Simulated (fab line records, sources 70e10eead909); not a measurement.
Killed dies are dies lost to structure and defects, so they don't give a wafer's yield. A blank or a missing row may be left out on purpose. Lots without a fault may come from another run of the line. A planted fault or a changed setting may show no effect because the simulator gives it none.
Chamber matching | flow nand_harc | NHARC_A_SLIT_ETCH_29 on rie_diel-01: 4 sister chambers
The step etches the open film in CF4/O2, target depth 100 nm, overetch 10 nm, time 55 s. 14 wafers are shown with their chamber, then 7 later ones without.

WAFERS WITH THEIR CHAMBER
wafer  | chamber | rf_vpp_V (V) | oes_product_au (a.u.) | throttle_valve_pct (%)
L321.2 | 0       | 199.3        | 0.999                 | 13.388
L321.3 | 1       | 195.7        | 1.005                 | 13.390
L321.5 | 2       | 197.9        | 1.003                 | 13.409
L323.3 | 2       | 198.1        | 1.009                 | 13.383
L323.5 | 0       | 198.5        | 0.996                 | 13.401
L323.6 | 2       | 197.8        | 1.002                 | 13.398
L325.3 | 2       | 197.2        | 1.006                 | 13.391
L325.4 | 1       | 197.3        | 0.995                 | 13.403
L325.5 | 3       | 196.9        | 0.993                 | 13.396
L331.3 | 1       | 196.2        | 0.992                 | 13.387
L331.4 | 3       | 198.9        | 0.991                 | 13.406
L331.6 | 0       | 198.7        | 1.002                 | 13.403
L336.2 | 3       | 198.1        | 1.008                 | 13.405
L336.3 | 0       | 198.8        | 1.002                 | 13.396

SIGNATURES (means of the wafers above)
reading            | chamber 0 | chamber 1 | chamber 2 | chamber 3 | scatter within a chamber
rf_vpp_V           | 198.825   | 196.400   | 197.750   | 197.967   | 0.645
oes_product_au     | 0.99975   | 0.99733   | 1.00500   | 0.99733   | 0.00566
throttle_valve_pct | 13.39700  | 13.39333  | 13.39525  | 13.40233  | 0.00839
Rule: a wafer's distance from a chamber is the root of the sum, over the readings, of the square of ((its reading less the chamber's mean) divided by the reading's scatter). The wafer belongs to the nearest chamber; if the next one is less than 2 further off, it can't be placed. The scatter: the root of (the sum of the squares of (reading less its chamber's mean) over the shown wafers, divided by (wafers less chambers)).

WAFERS WITHOUT THEIR CHAMBER
wafer  | rf_vpp_V (V) | oes_product_au (a.u.) | throttle_valve_pct (%)
L336.4 | 197.5        | 1.007                 | 13.397
L337.4 | 198.1        | 1.005                 | 13.399
L337.5 | 198.6        | 1.023                 | 13.398
L337.6 | 196.7        | 0.999                 | 13.406
L339.3 | 198.2        | 0.989                 | 13.399
L339.4 | 197.9        | 1.004                 | 13.389
L339.5 | 198.9        | 0.992                 | 13.397

WHICH CHAMBER EACH WENT THROUGH
wafer  | from the rows above               | in truth
L336.4 | can't be placed: 2 or 3 or 0 or 1 | 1
L337.4 | can't be placed: 2 or 3 or 0      | 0
L337.5 | can't be placed: 2 or 0 or 3      | 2
L337.6 | can't be placed: 1 or 3 or 2 or 0 | 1
L339.3 | can't be placed: 3 or 0 or 2 or 1 | 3
L339.4 | can't be placed: 2 or 0 or 3 or 1 | 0
L339.5 | can't be placed: 0 or 3 or 2      | 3
Placed correctly: 0 of 7. Can't be placed from these rows: 7 (the true chamber is among the candidates in 7). Placed wrongly: 0.
